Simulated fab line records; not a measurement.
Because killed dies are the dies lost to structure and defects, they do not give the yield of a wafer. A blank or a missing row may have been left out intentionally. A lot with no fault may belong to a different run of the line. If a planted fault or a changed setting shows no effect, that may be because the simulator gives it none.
Matching of chambers | flow n5 finfet | rie diel-05 running N5_FIN_CUT_ETCH_30: 4 sister chambers
The step etches underlayer in N2/H2, target depth 13 nm, time 10.4 s. 24 wafers are shown with their chamber, then 12 later ones without.

== EACH WAFER AND ITS CHAMBER ==
wafer  | chamber | drypump motor current A (A) | showerhead plenum p Torr (Torr) | throttle valve pct (%)
L074.1 | 0       | 6.6                         | 2.47                            | 17.57
L074.3 | 3       | 5.8                         | 2.66                            | 18.09
L074.4 | 2       | 6.6                         | 2.55                            | 17.76
L075.1 | 1       | 5.3                         | 2.62                            | 17.86
L075.4 | 2       | 6.6                         | 2.55                            | 17.75
L075.6 | 2       | 6.6                         | 2.55                            | 17.75
L077.3 | 0       | 6.6                         | 2.47                            | 17.57
L077.5 | 2       | 6.6                         | 2.55                            | 17.77
L077.6 | 1       | 5.3                         | 2.62                            | 17.85
L078.1 | 3       | 5.9                         | 2.66                            | 18.08
L078.2 | 2       | 6.6                         | 2.55                            | 17.78
L078.3 | 1       | 5.3                         | 2.62                            | 17.86
L079.2 | 3       | 5.9                         | 2.66                            | 18.09
L079.4 | 1       | 5.3                         | 2.62                            | 17.88
L079.5 | 2       | 6.6                         | 2.55                            | 17.75
L080.1 | 2       | 6.6                         | 2.54                            | 17.77
L080.4 | 3       | 5.8                         | 2.66                            | 18.08
L080.5 | 0       | 6.6                         | 2.47                            | 17.62
L081.1 | 1       | 5.3                         | 2.62                            | 17.90
L081.2 | 3       | 5.9                         | 2.66                            | 18.09
L081.6 | 0       | 6.6                         | 2.46                            | 17.62
L085.2 | 1       | 5.3                         | 2.61                            | 17.89
L085.4 | 0       | 6.6                         | 2.46                            | 17.61
L085.6 | 1       | 5.3                         | 2.61                            | 17.89

SIGNATURES, as means of the wafers listed above
reading                  | chamber 0 | chamber 1 | chamber 2 | chamber 3 | scatter within a chamber
drypump motor current A  | 6.600     | 5.300     | 6.600     | 5.860     | 0.0245
showerhead plenum p Torr | 2.4660    | 2.6171    | 2.5486    | 2.6600    | 0.00417
throttle valve pct       | 17.5980   | 17.8757   | 17.7614   | 18.0860   | 0.0171
Rule: a wafer's distance from a chamber is the root of the sum, over the readings, of the square of ((its reading less the chamber's mean) divided by the reading's scatter). If the next closest chamber is less than 2 further off than the closest, the wafer can't be placed; otherwise it belongs to the closest. How the scatter is found: for the shown wafers, subtract from each reading the mean of its chamber, square and add these, divide the total by (wafers less chambers), then take the root.

== WAFERS WITH NO CHAMBER GIVEN ==
wafer  | drypump motor current A (A) | showerhead plenum p Torr (Torr) | throttle valve pct (%)
L087.2 | 6.7                         | 2.54                            | 17.80
L087.4 | 6.6                         | 2.46                            | 17.62
L087.6 | 6.6                         | 2.46                            | 17.62
L089.1 | 6.6                         | 2.54                            | 17.80
L089.3 | 5.3                         | 2.61                            | 17.89
L089.6 | 5.9                         | 2.65                            | 18.12
L092.2 | 6.6                         | 2.54                            | 17.81
L092.3 | 6.6                         | 2.46                            | 17.63
L092.5 | 5.3                         | 2.61                            | 17.94
L096.3 | 5.3                         | 2.60                            | 17.94
L096.5 | 5.8                         | 2.65                            | 18.15
L096.6 | 6.6                         | 2.53                            | 17.83

== WHICH CHAMBER EACH ONE RAN IN ==
wafer  | from the rows above | in truth
L087.2 | 2                   | 2
L087.4 | 0                   | 0
L087.6 | 0                   | 0
L089.1 | 2                   | 2
L089.3 | 1                   | 1
L089.6 | 3                   | 3
L092.2 | 2                   | 2
L092.3 | 0                   | 0
L092.5 | 1                   | 1
L096.3 | 1                   | 1
L096.5 | 3                   | 3
L096.6 | 2                   | 2
Correctly placed: 12 of 12. Number that these rows cannot place: 0. Number placed wrongly: 0.
